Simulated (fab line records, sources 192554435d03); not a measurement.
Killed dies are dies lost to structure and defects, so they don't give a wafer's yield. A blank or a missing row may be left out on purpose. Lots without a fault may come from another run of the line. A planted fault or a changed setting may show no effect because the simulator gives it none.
Chamber matching | flow n5_finfet | N5_FIN_CUT_CUT_ETCH_26 on rie_diel-02: 4 sister chambers
The step etches SiNx in CH3F/O2, target depth 39 nm, time 55.7 s. 4 wafers are shown with their chamber, then 8 later ones without.

WAFERS WITH THEIR CHAMBER
wafer  | chamber | showerhead_plenum_p_Torr (Torr)
L088.2 | 0       | 1.90
L088.3 | 2       | 2.10
L088.6 | 1       | 2.00
L089.1 | 3       | 2.07

WAFERS WITHOUT THEIR CHAMBER
wafer  | showerhead_plenum_p_Torr (Torr)
L089.2 | 2.00
L089.4 | 2.10
L095.3 | 2.00
L095.4 | 1.89
L095.5 | 2.00
L096.1 | 2.00
L096.3 | 2.09
L096.6 | 2.06

WHICH CHAMBER EACH WENT THROUGH
wafer  | from the rows above     | in truth
L089.2 | 1                       | 1
L089.4 | 2                       | 2
L095.3 | 1                       | 1
L095.4 | 0                       | 0
L095.5 | 1                       | 1
L096.1 | 1                       | 1
L096.3 | can't be placed: 2 or 3 | 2
L096.6 | 3                       | 3
Placed correctly: 7 of 8. Can't be placed from these rows: 1 (the true chamber is among the candidates in 1). Placed wrongly: 0.
How it was worked out, from the rows above alone: a wafer's distance from a chamber is the root of the sum, over the readings, of the square of ((its reading less the chamber's mean) divided by the reading's scatter). The wafer belongs to the nearest chamber; if the next one is less than 2 further off, it can't be placed. A chamber's mean is the mean of its shown wafers. The scatter: with one shown wafer a chamber, the root of the mean of the squares of how far each hidden wafer lies from its nearest shown one.
